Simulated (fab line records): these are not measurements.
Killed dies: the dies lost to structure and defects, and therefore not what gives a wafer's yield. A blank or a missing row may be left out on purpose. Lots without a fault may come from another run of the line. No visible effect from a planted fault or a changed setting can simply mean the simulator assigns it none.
A lot that was struck, set against a sound lot :: flow n5 finfet :: 15 out of 1938 route steps
Sound: these wafers, L930.1, L930.3, L930.4. Wafers L940.3, L940.5 were the ones struck. The cause is named last.
At each step with rows: each side's tool, then ch and its chambers, then its first start. Under that, the readings that differ: sound wafers :: struck wafers :: difference of the means :: sigmas: that difference in standard deviations of wafers without a fault.
alike: words and numbers the same on both sides, and readings whose means are apart by under 2 such deviations; not compared: readings that were withheld, readings missing a value for some wafer, numbers with overlapping values and no deviation given by the record, and bounds like >300 which may hide the same value.
The two part at a step that has a row with sigmas, a row that says differs or no value, or rows on one side only. Numbers that have no deviation but don't overlap get no sigmas and don't part them. A reading that every wafer of one side lacks parts them only if that side has two wafers or more.

first, 4 steps without rows for these wafers: N5_BEOL_M10_SOFTBAKE_06 (time 60 s); N5_BEOL_M10_EXPOSE_08 (exposes mask M10); N5_BEOL_M10_PEB_09 (peb time 60 s); N5_BEOL_M10_DEVELOP_10 (develop time 30 s).
N5_BEOL_M10_CD_MEAS_11: target cd 64.1 nm.
  sound on cd sem-01 ch 0, day 9 19:44; struck on cd sem-02 ch 0, day 12 12:10
reading: cd nm (nm)
sound: 63.4 63.6 63.4
struck: 64.5 65.0
difference: +1.3
sigmas: +2
N5_BEOL_M10_OVL_MEAS_12:
  sound on overlay-01 ch 0, day 9 19:46; struck on overlay-02 ch 0, day 12 12:12
  alike: M10_OVL
N5_BEOL_M10_INSPECT_13: inspects for defects (brightfield).
  struck on defect inspect-01, day 12 12:13; sound on defect inspect-02, day 9 19:47
  alike: raw defect count
N5_BEOL_M10_DESCUM_16: chemistry O2, time 7.9 s.
  sound on rie diel-04 ch 1,3, day 9 19:50; struck on rie diel-06 ch 0,1, day 12 12:15
reading: temp c (C)
sound: 40.10 39.92 40.13
struck: 39.80 39.78
difference: -0.26
sigmas: -2

reading: throttle valve pct (%)
sound: 20.72 20.39 20.72
struck: 20.33 20.13
difference: -0.38
sigmas: -2
  alike: drypump motor current A, oes product au, rf vpp V, showerhead plenum p Torr
  not compared: rf hours counter h
N5_BEOL_M10_ETCH_61: etches SiARC in CF4, target depth 39 nm, time 65 s.
  sound on rie diel-04 ch 1,3, day 9 19:52; struck on rie diel-06 ch 0,1, day 12 12:17
reading: throttle valve pct (%)
sound: 16.02 15.59 16.02
struck: 15.54 15.30
difference: -0.46
sigmas: -2
  alike: drypump motor current A, etch rf on time s, oes product au, rf vpp V, showerhead plenum p Torr
  not compared: rf hours counter h
N5_BEOL_M10_ETCH_62: etches SOC in N2/H2, target depth 110 nm, overetch 22 nm, time 165 s.
  sound on rie diel-04 ch 1,3, day 9 19:55; struck on rie diel-06 ch 0,1, day 12 12:20
reading: throttle valve pct (%)
sound: 18.12 17.86 18.11
struck: 17.62 17.52
difference: -0.46
sigmas: -3
  alike: drypump motor current A, oes product au, rf vpp V, showerhead plenum p Torr, temp c
  not compared: rf hours counter h
then, 1 step without rows for these wafers: N5_BEOL_M10_STRIP_68 (strips in N2/H2).
N5_BEOL_M10_STRIP_67: strips in CF4.
  sound on rie diel-04 ch 1,3, day 9 20:04; struck on rie diel-06 ch 0,1, day 12 12:29
reading: throttle valve pct (%)
sound: 13.99 13.55 14.00
struck: 13.44 13.22
difference: -0.52
sigmas: -2
  alike: drypump motor current A, oes product au, rf vpp V, showerhead plenum p Torr
  not compared: rf hours counter h
N5_BEOL_M10_HM_OPEN_17: chemistry Cl2/BCl3, target TiN, target depth 20 nm, overetch 6 nm.
  sound on rie metal-01 ch 0,1, day 9 20:06; struck on rie metal-01 ch 0,1, day 12 12:33
reading: model.SOC_of_BEOL_M10_COAT_59.thk nm (nm)
sound: 92.2 92.6 92.4
struck: 87.4 87.2
difference: -5.1
sigmas: 
  alike: drypump motor current A, oes product au, throttle valve pct
  not compared: rf hours counter h
N5_BEOL_M10_STRIP_19: strips in O2.
  sound on rie diel-02 ch 0,1,2, day 9 20:13; struck on rie diel-02 ch 0, day 12 12:50
  alike: drypump motor current A, oes product au, rf vpp V, showerhead plenum p Torr, temp c, throttle valve pct
  not compared: rf hours counter h
N5_PASSIVATION_PROBE_49:
  the record has rows for the sound wafers here (prober-01, day 11 15:41) and none for the struck ones

== WHERE THEY PART ==
Last at N5_PASSIVATION_PROBE_49 as far as this record goes, first at N5_BEOL_M10_CD_MEAS_11.

WHY: the cause the simulator had injected
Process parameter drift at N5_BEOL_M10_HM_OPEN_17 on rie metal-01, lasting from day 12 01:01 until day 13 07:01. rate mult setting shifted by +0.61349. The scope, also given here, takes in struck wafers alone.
